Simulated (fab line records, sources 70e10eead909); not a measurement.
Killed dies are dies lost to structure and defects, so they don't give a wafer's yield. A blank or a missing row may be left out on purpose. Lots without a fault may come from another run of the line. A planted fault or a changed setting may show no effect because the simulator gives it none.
Problem report in the 8D (eight disciplines) form, filled by code | flow nand_harc | the parts of the form that need people (team, actions taken, sign-off) are left out

1. THE PROBLEM
time_to_endpoint_s at NHARC_P_M1_CMP_23 reads a mean of 11.2 s on 2 wafers of 1 lot; wafers without a fault read 28.6 s with a standard deviation of 2.7. That is -6.4 standard deviations from the usual mean.
The step: polishes, t overpolish 20 s, target thk 157.82 nm.
First seen on wafer L389.4, day 11 01:10, on cmp-03. The record holds 15 wafers of 5 lots with a number at this step. Rule for "out", or "out of limits": more than 4 standard deviations from the usual mean. The other wafers with a number count as sound.

2. WHAT IT IS AND WHAT IT IS NOT
question                    | is                 | is not
which readings at this step | time_to_endpoint_s | motor_current_A
which lots                  | L389               | L377, L378, L391, L392
which wafers of those lots  | L389.4, L389.5     | L389.6
read on which tools         | cmp-03             | cmp-02, cmp-04
when                        | from day 11 01:10  | up to then (7 sound wafers); but 6 sound wafers of L391, L392 came after

3. SUSPECTS, AND WHAT RULES EACH OUT
Counting: a tool at a process step up to the reading stays a suspect if it ran every lot that is out. Sound lots after the first of them don't rule it out here, since some wafers of a struck lot are sound.
- rie_diel-04 at NHARC_P_M1_DESCUM_14 (chemistry O2, time 3 s): kept. It ran the lot that is out, L389 (day 10 23:01); its last sound lot up to then is L378 (day 8 07:07).
- rie_diel-10 at NHARC_P_M1_STRIP_18 (strips in N2/H2): kept. It ran the lot that is out, L389 (day 10 23:25); its last sound lot up to then is L377 (day 8 03:01).
- pvd_sputter-03 at NHARC_P_M1_PVD_20 (deposits TaN, target thk 5 nm, time 8.06 s): kept. It ran the lot that is out, L389 (day 11 00:34). NHARC_P_M1_PVD_20 gives no start for some lots, so the hours and the order of its lots are those of NHARC_P_M1_ECD_22.
- pvd_sputter-03 at NHARC_P_M1_PVD_21 (deposits Cu, target thk 30 nm, time 20.49 s): kept. It ran the lot that is out, L389 (day 11 00:34). NHARC_P_M1_PVD_21 gives no start for some lots, so the hours and the order of its lots are those of NHARC_P_M1_ECD_22.
- ecd_cu-01 at NHARC_P_M1_ECD_22 (material Cu, target thk 400 nm): kept. It ran the lot that is out, L389 (day 11 00:34); its last sound lot up to then is L378 (day 8 08:31).
- rtp_anneal-02 at NHARC_P_M1_ANNEAL_31 (time 90 s): kept. It ran the lot that is out, L389 (day 11 00:57); its last sound lot up to then is L378 (day 8 08:51).
- cmp-03 at NHARC_P_M1_CMP_23 (polishes, t overpolish 20 s, target thk 157.82 nm): kept. It ran the lot that is out, L389 (day 11 01:10); its last sound lot up to then is L378 (day 8 09:13). Its own readings are out on those wafers: time_to_endpoint_s.
- Within rie_diel-04 at NHARC_P_M1_DESCUM_14: the wafers that are out ran in chambers 0, 1; their sound lot-mates ran in chamber 2.
Left after counting: rie_diel-04 at NHARC_P_M1_DESCUM_14, rie_diel-10 at NHARC_P_M1_STRIP_18, pvd_sputter-03 at NHARC_P_M1_PVD_20, pvd_sputter-03 at NHARC_P_M1_PVD_21, ecd_cu-01 at NHARC_P_M1_ECD_22, rtp_anneal-02 at NHARC_P_M1_ANNEAL_31, cmp-03 at NHARC_P_M1_CMP_23.

4. THE CAUSE (what the simulator had put in)
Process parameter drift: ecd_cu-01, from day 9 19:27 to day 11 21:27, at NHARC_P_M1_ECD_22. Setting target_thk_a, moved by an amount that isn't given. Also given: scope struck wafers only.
Counting left 7 suspects, and this tool is among them.

5. THE CHAIN OF EFFECTS, in route order
Each row: a reading whose mean over the struck wafers that have a number lies more than 3 standard deviations from the usual. Only readings for which the record gives a usual standard deviation are gone through. hours: the time from each lot's start at the first step in this table that gives one to its start at this step, as a median over the lots. sigmas: the change in usual standard deviations.
hours | step              | reading            | usual  | on struck wafers | change | sigmas
0     | NHARC_P_M1_CMP_23 | time_to_endpoint_s | 28.6 s | 11.2             | -17.4  | -6.4
The process steps in it:
- NHARC_P_M1_CMP_23: polishes, t overpolish 20 s, target thk 157.82 nm.
Later measuring or inspecting steps at which every struck wafer that the step has a row for has a number for every such reading, and none has moved that far: NHARC_P_M1_THK_MEAS_24.

6. WHAT WOULD HAVE CAUGHT IT SOONER
In this record the first reading out of limits was taken at day 11 01:10, 30 hours after the fault began at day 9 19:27.
All the lots that are out (1) had begun NHARC_P_M1_ECD_22 on ecd_cu-01 by day 11 01:10. A hold on the tool at that time would have spared none of them.
